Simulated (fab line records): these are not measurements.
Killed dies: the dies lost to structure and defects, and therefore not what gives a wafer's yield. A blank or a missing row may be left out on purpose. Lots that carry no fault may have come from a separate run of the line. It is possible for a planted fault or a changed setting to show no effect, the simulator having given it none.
Which of the tools did it?    flow nandHarc    23 lots with 69 wafers sampled at 6 steps, on a route of 1302 steps

WHAT THE GAUGES SHOWED, per wafer
The record lacks any reading of a measuring or inspecting step that a usual standard deviation could be used to judge.

EACH LOT AND THE TOOL THAT RAN IT (in order: tool; ch and the chambers of the sampled wafers; start)
lot   NHARC_A_STAIRCASE_ETCH_15                     NHARC_A_STAIRCASE_TRIM_187         NHARC_A_STAIRCASE_TRIM_196         NHARC_A_STAIRCASE_ETCH_199     NHARC_A_STAIRCASE_ETCH_201     NHARC_A_STAIRCASE_TRIM_235
L074  rieDiel-04 ch 0,1, day 15 18:01 or earlier    rieDiel-04 ch 0,2,3, day 15 18:01  rieDiel-07 ch 0,1,2, day 15 19:23  rieDiel-07 ch 0,1,3, no start  rieDiel-07 ch 0,1,2, no start  rieDiel-07 ch 0,2,3, no start
L075  rieDiel-08 ch 0,1, day 15 21:44 or earlier    rieDiel-07 ch 0,1,2, day 15 21:44  rieDiel-08 ch 1,2, day 15 23:07    rieDiel-08 ch 2,3, no start    rieDiel-08 ch 2,3, no start    rieDiel-08 ch 1,2,3, no start
L077  rieDiel-04 ch 0,2, day 17 00:58 or earlier    rieDiel-04 ch 0,2, day 17 00:58    rieDiel-04 ch 0,1,2, day 17 01:59  rieDiel-04 ch 0,1, no start    rieDiel-04 ch 0,1,3, no start  rieDiel-08 ch 1,2, no start
L078  rieDiel-07 ch 0,1, day 17 13:03 or earlier    rieDiel-04 ch 0,1, day 17 13:03    rieDiel-04 ch 0,1,2, day 17 14:14  rieDiel-04 ch 1,2,3, no start  rieDiel-04 ch 1,3, no start    rieDiel-08 ch 0,1,3, no start
L079  rieDiel-08 ch 0,1,2, day 17 14:39 or earlier  rieDiel-08 ch 0,1,2, day 17 14:39  rieDiel-07 ch 0,1,3, day 17 15:47  rieDiel-07 ch 0,2,3, no start  rieDiel-07 ch 0,1,2, no start  rieDiel-07 ch 1,2,3, no start
L080  rieDiel-07 ch 0,2,3, day 18 02:08 or earlier  rieDiel-07 ch 0,1, day 18 02:08    rieDiel-08 ch 0,2,3, day 18 03:18  rieDiel-08 ch 1,3, no start    rieDiel-08 ch 0,1,3, no start  rieDiel-04 ch 2,3, no start
L081  rieDiel-08 ch 0,1,2, day 18 02:19 or earlier  rieDiel-07 ch 1,2,3, day 18 02:19  rieDiel-08 ch 0,1,3, day 18 03:26  rieDiel-08 ch 0,1,3, no start  rieDiel-08 ch 0,1,3, no start  rieDiel-07 ch 0,2,3, no start
L082  rieDiel-04 ch 0,2,3, day 18 23:52 or earlier  rieDiel-04 ch 1,2,3, day 18 23:52  rieDiel-04 ch 1,2, day 19 00:56    rieDiel-04 ch 0,1,3, no start  rieDiel-04 ch 0,2,3, no start  rieDiel-04 ch 0,1,3, no start
L083  rieDiel-04 ch 0,1,3, day 19 00:17 or earlier  rieDiel-07 ch 0,2, day 19 00:17    rieDiel-04 ch 0,1, day 19 01:34    rieDiel-04 ch 0,2, no start    rieDiel-04 ch 0,1, no start    rieDiel-07 ch 1,2,3, no start
L084  rieDiel-07 ch 0,1,2, day 20 02:37 or earlier  rieDiel-07 ch 1,3, day 20 02:37    rieDiel-04 ch 1,3, day 20 03:39    rieDiel-04 ch 0,1, no start    rieDiel-04 ch 1,2,3, no start  rieDiel-08 ch 0,1,2, no start
L085  rieDiel-08 ch 2,3, day 20 02:53 or earlier    rieDiel-04 ch 0,3, day 20 02:53    rieDiel-08 ch 0,1,3, day 20 04:00  rieDiel-08 ch 0,1, no start    rieDiel-08 ch 0,1,2, no start  rieDiel-04 ch 2,3, no start
L086  rieDiel-08 ch 0,1,2, day 20 15:38 or earlier  rieDiel-08 ch 0,1,3, day 20 15:38  rieDiel-04 ch 0,1,2, day 20 17:40  rieDiel-04 ch 1,2,3, no start  rieDiel-04 ch 1,2,3, no start  rieDiel-08 ch 1,2, no start
L087  rieDiel-07 ch 0,1,3, day 21 11:59 or earlier  rieDiel-07 ch 1,2, day 21 11:59    rieDiel-04 ch 0,1,2, day 21 13:03  rieDiel-04 ch 1,2, no start    rieDiel-04 ch 0,1,2, no start  rieDiel-07 ch 0,2,3, no start
L089  rieDiel-07 ch 2,3, day 21 22:28 or earlier    rieDiel-08 ch 0,1,3, day 21 22:28  rieDiel-08 ch 0,3, day 22 00:20    rieDiel-08 ch 0,2,3, no start  rieDiel-08 ch 0,2, no start    rieDiel-08 ch 0,2,3, no start
L088  rieDiel-04 ch 0,1,3, day 21 23:40 or earlier  rieDiel-08 ch 0,3, day 21 23:40    rieDiel-07 ch 2,3, day 22 00:55    rieDiel-07 ch 0,2,3, no start  rieDiel-07 ch 0,2,3, no start  rieDiel-04 ch 0,1,3, no start
L090  rieDiel-07 ch 0,1,2, day 22 11:40 or earlier  rieDiel-07 ch 0,3, day 22 11:40    rieDiel-07 ch 1,2, day 22 12:41    rieDiel-07 ch 0,3, no start    rieDiel-07 ch 0,3, no start    rieDiel-04 ch 0,1,3, no start
L092  rieDiel-08 ch 2,3, day 22 19:38 or earlier    rieDiel-04 ch 0,1, day 22 19:38    rieDiel-04 ch 0,3, day 22 20:39    rieDiel-04 ch 2,3, no start    rieDiel-04 ch 2,3, no start    rieDiel-04 ch 0,2,3, no start
L091  rieDiel-07 ch 0,3, day 22 20:03 or earlier    rieDiel-07 ch 0,1,3, day 22 20:03  rieDiel-04 ch 1,2,3, day 22 21:46  rieDiel-04 ch 1,2,3, no start  rieDiel-04 ch 0,1,3, no start  rieDiel-08 ch 0,1, no start
L093  rieDiel-07 ch 0,1,2, day 23 18:03 or earlier  rieDiel-04 ch 0,3, day 23 18:03    rieDiel-07 ch 1,2, day 23 19:15    rieDiel-07 ch 1,2, no start    rieDiel-07 ch 0,1, no start    rieDiel-07 ch 0,2,3, no start
L094  rieDiel-04 ch 0,3, day 24 07:37 or earlier    rieDiel-04 ch 0,1, day 24 07:37    rieDiel-08 ch 2,3, day 24 08:38    rieDiel-08 ch 0,2,3, no start  rieDiel-08 ch 1,3, no start    rieDiel-04 ch 0,2, no start
L095  rieDiel-08 ch 2,3, day 24 15:10 or earlier    rieDiel-04 ch 0,1,3, day 24 15:10  rieDiel-04 ch 0,2, day 24 16:35    rieDiel-04 ch 0,2, no start    rieDiel-04 ch 1,2, no start    rieDiel-04 ch 1,2,3, no start
L096  rieDiel-07 ch 0,1, day 25 16:00 or earlier    rieDiel-07 ch 2,3, day 25 16:00    rieDiel-08 ch 1,2, day 25 17:35    rieDiel-08 ch 0,2,3, no start  rieDiel-08 ch 1,2,3, no start  rieDiel-07 ch 0,2,3, no start
L097  rieDiel-07 ch 1,2,3, day 25 16:22 or earlier  rieDiel-07 ch 1,3, day 25 16:22    rieDiel-07 ch 1,2,3, day 25 17:54  rieDiel-07 ch 0,2, no start    rieDiel-07 ch 0,1, no start    rieDiel-08 ch 0,1,3, no start
- NHARC_A_STAIRCASE_ETCH_15: etches the open film in C4F8/O2, target depth 100 nm, time 40.5 s.
- NHARC_A_STAIRCASE_TRIM_187: chemistry O2, time 211.2 s.
- NHARC_A_STAIRCASE_TRIM_196: chemistry O2, time 211.2 s.
- NHARC_A_STAIRCASE_ETCH_199: etches the open film in C4F8/O2, target depth 100 nm, time 40.5 s.
- NHARC_A_STAIRCASE_ETCH_201: etches the open film in C4F8/O2, target depth 100 nm, time 40.5 s.
- NHARC_A_STAIRCASE_TRIM_235: chemistry O2, time 211.2 s.

AS READ BY THE TOOLS THEMSELVES (means over the sampled wafers that have a number; for cases with no such wafer, the mark the record gives instead)
NHARC_A_STAIRCASE_ETCH_15.
lot   tool        oesProductAu (a.u.)  rfVppV (V)
L074  rieDiel-04  0.941                889
L075  rieDiel-08  0.953                900
L077  rieDiel-04  0.945                899
L078  rieDiel-07  0.933                892
L079  rieDiel-08  0.954                899
L080  rieDiel-07  0.934                897
L081  rieDiel-08  0.949                899
L082  rieDiel-04  0.939                898
L083  rieDiel-04  0.936                898
L084  rieDiel-07  0.922                895
L085  rieDiel-08  0.951                899
L086  rieDiel-08  0.953                899
L087  rieDiel-07  0.938                894
L089  rieDiel-07  0.946                900
L088  rieDiel-04  0.954                898
L090  rieDiel-07  0.946                894
L092  rieDiel-08  0.945                899
L091  rieDiel-07  0.929                895
L093  rieDiel-07  0.926                895
L094  rieDiel-04  0.936                902
L095  rieDiel-08  0.944                898
L096  rieDiel-07  0.928                891
L097  rieDiel-07  0.932                898

NHARC_A_STAIRCASE_TRIM_187.
lot   tool        drypumpMotorCurrentA (A)  mfcArSccm (sccm)  oesProductAu (a.u.)  rfVppV (V)  showerheadPlenumPTorr (Torr)  throttleValvePct (%)
L074  rieDiel-04  6.0                       0.021             1.010                57.7        3.39                          17.036
L075  rieDiel-07  6.1                       0.016             0.991                56.9        3.52                          17.038
L077  rieDiel-04  5.8                       0.022             1.002                58.1        3.48                          17.036
L078  rieDiel-04  6.0                       0.025             1.000                58.1        3.59                          17.037
L079  rieDiel-08  6.0                       0.000             1.009                58.2        3.63                          17.034
L080  rieDiel-07  6.0                       0.017             0.986                57.5        3.45                          17.032
L081  rieDiel-07  5.6                       0.012             0.988                57.7        3.59                          17.038
L082  rieDiel-04  5.9                       0.033             1.005                58.3        3.45                          17.038
L083  rieDiel-07  6.2                       0.014             0.982                58.1        3.47                          17.038
L084  rieDiel-07  5.2                       0.007             0.993                57.4        3.58                          17.029
L085  rieDiel-04  6.2                       0.011             0.988                58.2        3.71                          17.035
L086  rieDiel-08  6.0                       0.000             1.010                58.0        3.69                          17.030
L087  rieDiel-07  6.0                       0.019             0.992                57.0        3.53                          17.047
L089  rieDiel-08  6.0                       0.000             1.009                58.1        3.69                          17.026
L088  rieDiel-08  6.1                       0.000             1.011                57.6        3.62                          17.037
L090  rieDiel-07  5.4                       0.004             0.990                57.7        3.53                          17.041
L092  rieDiel-04  6.0                       0.025             1.006                57.6        3.57                          17.039
L091  rieDiel-07  5.7                       0.011             0.985                57.3        3.48                          17.030
L093  rieDiel-04  6.2                       0.011             0.997                57.9        3.70                          17.042
L094  rieDiel-04  6.1                       0.014             0.997                58.5        3.67                          17.034
L095  rieDiel-04  6.1                       0.023             0.998                57.5        3.59                          17.040
L096  rieDiel-07  5.4                       0.006             0.998                58.6        3.61                          17.031
L097  rieDiel-07  5.3                       0.007             0.996                58.4        3.55                          17.036

NHARC_A_STAIRCASE_TRIM_196.
lot   tool        drypumpMotorCurrentA (A)  mfcArSccm (sccm)  oesProductAu (a.u.)  rfVppV (V)  showerheadPlenumPTorr (Torr)  throttleValvePct (%)
L074  rieDiel-07  6.1                       0.016             0.984                58.1        3.53                          17.030
L075  rieDiel-08  5.7                       0.000             1.004                58.0        3.63                          17.040
L077  rieDiel-04  5.9                       0.024             1.004                58.5        3.54                          17.039
L078  rieDiel-04  5.9                       0.024             1.002                57.7        3.53                          17.035
L079  rieDiel-07  5.7                       0.011             0.989                57.3        3.50                          17.038
L080  rieDiel-08  5.9                       0.000             1.008                57.2        3.63                          17.048
L081  rieDiel-08  6.0                       0.000             1.013                57.7        3.71                          17.037
L082  rieDiel-04  5.7                       0.034             1.009                57.5        3.37                          17.038
L083  rieDiel-04  6.1                       0.014             1.007                58.2        3.69                          17.036
L084  rieDiel-04  6.1                       0.032             1.003                57.8        3.53                          17.035
L085  rieDiel-08  6.0                       0.000             1.005                58.2        3.70                          17.041
L086  rieDiel-04  5.9                       0.024             1.005                57.5        3.52                          17.033
L087  rieDiel-04  5.9                       0.024             1.009                57.7        3.52                          17.031
L089  rieDiel-08  6.1                       0.000             1.006                57.3        3.62                          17.033
L088  rieDiel-07  5.4                       0.006             0.990                58.2        3.63                          17.042
L090  rieDiel-07  6.1                       0.018             0.998                58.3        3.59                          17.038
L092  rieDiel-04  6.2                       0.011             0.993                57.4        3.70                          17.039
L091  rieDiel-04  5.9                       0.033             1.000                57.5        3.43                          17.043
L093  rieDiel-07  6.0                       0.019             0.989                58.1        3.52                          17.032
L094  rieDiel-08  5.7                       0.000             0.996                57.8        3.60                          17.031
L095  rieDiel-04  6.0                       0.012             0.987                58.7        3.61                          17.036
L096  rieDiel-08  5.8                       0.000             0.990                58.0        3.66                          17.048
L097  rieDiel-07  5.7                       0.012             0.997                58.2        3.56                          17.032

NHARC_A_STAIRCASE_ETCH_199.
lot   tool        oesProductAu (a.u.)  rfVppV (V)
L074  rieDiel-07  0.932                896
L075  rieDiel-08  0.957                903
L077  rieDiel-04  0.945                899
L078  rieDiel-04  0.944                893
L079  rieDiel-07  0.950                898
L080  rieDiel-08  0.935                904
L081  rieDiel-08  0.937                903
L082  rieDiel-04  0.943                899
L083  rieDiel-04  0.940                900
L084  rieDiel-04  0.948                901
L085  rieDiel-08  0.959                900
L086  rieDiel-04  0.955                893
L087  rieDiel-04  0.956                890
L089  rieDiel-08  0.942                899
L088  rieDiel-07  0.949                897
L090  rieDiel-07  0.939                893
L092  rieDiel-04  0.954                890
L091  rieDiel-04  0.947                892
L093  rieDiel-07  0.958                898
L094  rieDiel-08  0.945                899
L095  rieDiel-04  0.938                892
L096  rieDiel-08  0.961                898
L097  rieDiel-07  0.945                893

NHARC_A_STAIRCASE_ETCH_201.
lot   tool        oesProductAu (a.u.)  rfVppV (V)
L074  rieDiel-07  0.923                896
L075  rieDiel-08  0.954                900
L077  rieDiel-04  0.942                899
L078  rieDiel-04  0.943                895
L079  rieDiel-07  0.930                895
L080  rieDiel-08  0.940                902
L081  rieDiel-08  0.947                902
L082  rieDiel-04  0.932                897
L083  rieDiel-04  0.949                902
L084  rieDiel-04  0.945                892
L085  rieDiel-08  0.956                899
L086  rieDiel-04  0.953                892
L087  rieDiel-04  0.961                896
L089  rieDiel-08  0.950                897
L088  rieDiel-07  0.940                897
L090  rieDiel-07  0.937                893
L092  rieDiel-04  0.929                893
L091  rieDiel-04  0.943                898
L093  rieDiel-07  0.934                891
L094  rieDiel-08  0.943                904
L095  rieDiel-04  0.957                893
L096  rieDiel-08  0.942                901
L097  rieDiel-07  0.935                892

NHARC_A_STAIRCASE_TRIM_235.
lot   tool        drypumpMotorCurrentA (A)  mfcArSccm (sccm)  oesProductAu (a.u.)  rfVppV (V)  showerheadPlenumPTorr (Torr)  throttleValvePct (%)
L074  rieDiel-07  5.8                       0.010             0.989                57.8        3.57                          17.035
L075  rieDiel-08  5.8                       0.000             1.001                57.4        3.71                          17.035
L077  rieDiel-08  5.8                       0.000             1.005                57.6        3.70                          17.041
L078  rieDiel-08  6.0                       0.000             1.005                58.3        3.71                          17.032
L079  rieDiel-07  5.6                       0.012             0.983                58.2        3.59                          17.033
L080  rieDiel-04  6.0                       0.030             0.991                58.2        3.47                          17.034
L081  rieDiel-07  5.8                       0.010             0.986                57.7        3.56                          17.028
L082  rieDiel-04  6.1                       0.023             0.995                58.3        3.61                          17.035
L083  rieDiel-07  5.7                       0.012             0.990                58.2        3.59                          17.031
L084  rieDiel-08  5.9                       0.000             1.002                58.0        3.62                          17.034
L085  rieDiel-04  5.9                       0.030             0.994                58.5        3.46                          17.043
L086  rieDiel-08  5.7                       0.000             1.002                57.8        3.61                          17.039
L087  rieDiel-07  5.8                       0.010             0.994                58.2        3.55                          17.042
L089  rieDiel-08  5.9                       0.000             1.001                57.6        3.61                          17.041
L088  rieDiel-04  6.1                       0.023             1.004                57.8        3.60                          17.038
L090  rieDiel-04  6.1                       0.023             1.006                57.4        3.60                          17.039
L092  rieDiel-04  6.0                       0.021             0.998                57.4        3.53                          17.033
L091  rieDiel-08  6.1                       0.000             1.009                58.2        3.62                          17.033
L093  rieDiel-07  5.8                       0.010             0.999                57.4        3.54                          17.044
L094  rieDiel-04  6.0                       0.012             0.995                57.8        3.61                          17.039
L095  rieDiel-04  5.9                       0.033             0.992                58.0        3.43                          17.032
L096  rieDiel-07  5.9                       0.010             0.995                57.6        3.53                          17.035
L097  rieDiel-08  6.0                       0.000             0.999                58.1        3.67                          17.037

THE ANSWER, worked out from the rows above alone
Rule: what is usual is taken from the lots themselves. Put in order of their means at a reading, lots are off if they are a third of the lots or fewer, leave a main group of 4 or more, and stand apart from it by a gap of 3 or more times the standard deviation of the main group's means; of several such gaps the widest counts. A main group whose means are all the same, to the digits that the tables above print for the reading, isn't used. A lot without any number at a reading at which 4 lots or more have one is off too. Any other lot the step has rows for is counted as sound. First the gauges in route order, then the tools' own readings, where a lot's mean is used as printed above. The first step at which some lot is off is used, and at that step the reading that is off furthest; a lot without a number counts as furthest.
Across all readings shown, no lot is off: no conclusion can be drawn from this.

WHAT HAD BEEN PUT IN BY THE SIMULATOR
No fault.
